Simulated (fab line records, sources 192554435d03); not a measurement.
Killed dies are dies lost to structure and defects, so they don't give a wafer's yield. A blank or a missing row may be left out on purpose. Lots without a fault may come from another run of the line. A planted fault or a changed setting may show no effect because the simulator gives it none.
Chamber matching | flow n5_finfet | N5_FIN_SAQP_HM_OPEN_73 on rie_diel-02: 4 sister chambers
The step chemistry CHF3/O2, target SiO2, stops on a-Si, target depth 12 nm, time 16.8 s. 24 wafers are shown with their chamber, then 12 later ones without.

WAFERS WITH THEIR CHAMBER
wafer  | chamber | drypump_motor_current_A (A) | showerhead_plenum_p_Torr (Torr) | rf_vpp_V (V)
L078.2 | 2       | 5.9                         | 2.50                            | 513
L078.4 | 2       | 5.9                         | 2.50                            | 512
L078.5 | 0       | 5.6                         | 2.32                            | 530
L079.3 | 0       | 5.7                         | 2.32                            | 530
L079.4 | 1       | 5.0                         | 2.48                            | 516
L079.6 | 0       | 5.7                         | 2.32                            | 529
L080.1 | 0       | 5.7                         | 2.31                            | 531
L080.4 | 2       | 5.9                         | 2.50                            | 511
L080.6 | 3       | 5.4                         | 2.46                            | 521
L083.1 | 0       | 5.7                         | 2.31                            | 528
L083.2 | 2       | 5.9                         | 2.50                            | 511
L083.5 | 0       | 5.7                         | 2.31                            | 530
L084.1 | 2       | 5.9                         | 2.50                            | 513
L084.5 | 0       | 5.6                         | 2.31                            | 529
L084.6 | 3       | 5.4                         | 2.45                            | 520
L087.1 | 0       | 5.7                         | 2.31                            | 529
L087.2 | 1       | 4.9                         | 2.47                            | 516
L087.6 | 3       | 5.4                         | 2.45                            | 521
L091.1 | 3       | 5.4                         | 2.45                            | 522
L091.3 | 2       | 5.9                         | 2.49                            | 512
L091.4 | 0       | 5.7                         | 2.31                            | 529
L092.2 | 1       | 4.9                         | 2.47                            | 515
L092.5 | 3       | 5.4                         | 2.45                            | 521
L092.6 | 2       | 5.9                         | 2.49                            | 512

SIGNATURES (means of the wafers above)
reading                  | chamber 0 | chamber 1 | chamber 2 | chamber 3 | scatter within a chamber
drypump_motor_current_A  | 5.678     | 4.933     | 5.900     | 5.400     | 0.0333
showerhead_plenum_p_Torr | 2.3133    | 2.4733    | 2.4971    | 2.4520    | 0.00495
rf_vpp_V                 | 529.44    | 515.67    | 512.00    | 521.00    | 0.803
Rule: a wafer's distance from a chamber is the root of the sum, over the readings, of the square of ((its reading less the chamber's mean) divided by the reading's scatter). The wafer belongs to the nearest chamber; if the next one is less than 2 further off, it can't be placed. The scatter: the root of (the sum of the squares of (reading less its chamber's mean) over the shown wafers, divided by (wafers less chambers)).

WAFERS WITHOUT THEIR CHAMBER
wafer  | drypump_motor_current_A (A) | showerhead_plenum_p_Torr (Torr) | rf_vpp_V (V)
L093.1 | 5.7                         | 2.31                            | 529
L093.2 | 5.0                         | 2.47                            | 517
L093.3 | 5.4                         | 2.45                            | 522
L094.4 | 5.7                         | 2.31                            | 529
L094.5 | 5.7                         | 2.31                            | 528
L094.6 | 5.4                         | 2.45                            | 519
L095.2 | 5.9                         | 2.49                            | 511
L095.4 | 5.0                         | 2.47                            | 516
L095.5 | 5.9                         | 2.49                            | 512
L096.1 | 5.9                         | 2.49                            | 512
L096.2 | 5.4                         | 2.45                            | 521
L096.4 | 4.9                         | 2.47                            | 514

WHICH CHAMBER EACH WENT THROUGH
wafer  | from the rows above | in truth
L093.1 | 0                   | 0
L093.2 | 1                   | 1
L093.3 | 3                   | 3
L094.4 | 0                   | 0
L094.5 | 0                   | 0
L094.6 | 3                   | 3
L095.2 | 2                   | 2
L095.4 | 1                   | 1
L095.5 | 2                   | 2
L096.1 | 2                   | 2
L096.2 | 3                   | 3
L096.4 | 1                   | 1
Placed correctly: 12 of 12. Can't be placed from these rows: 0. Placed wrongly: 0.
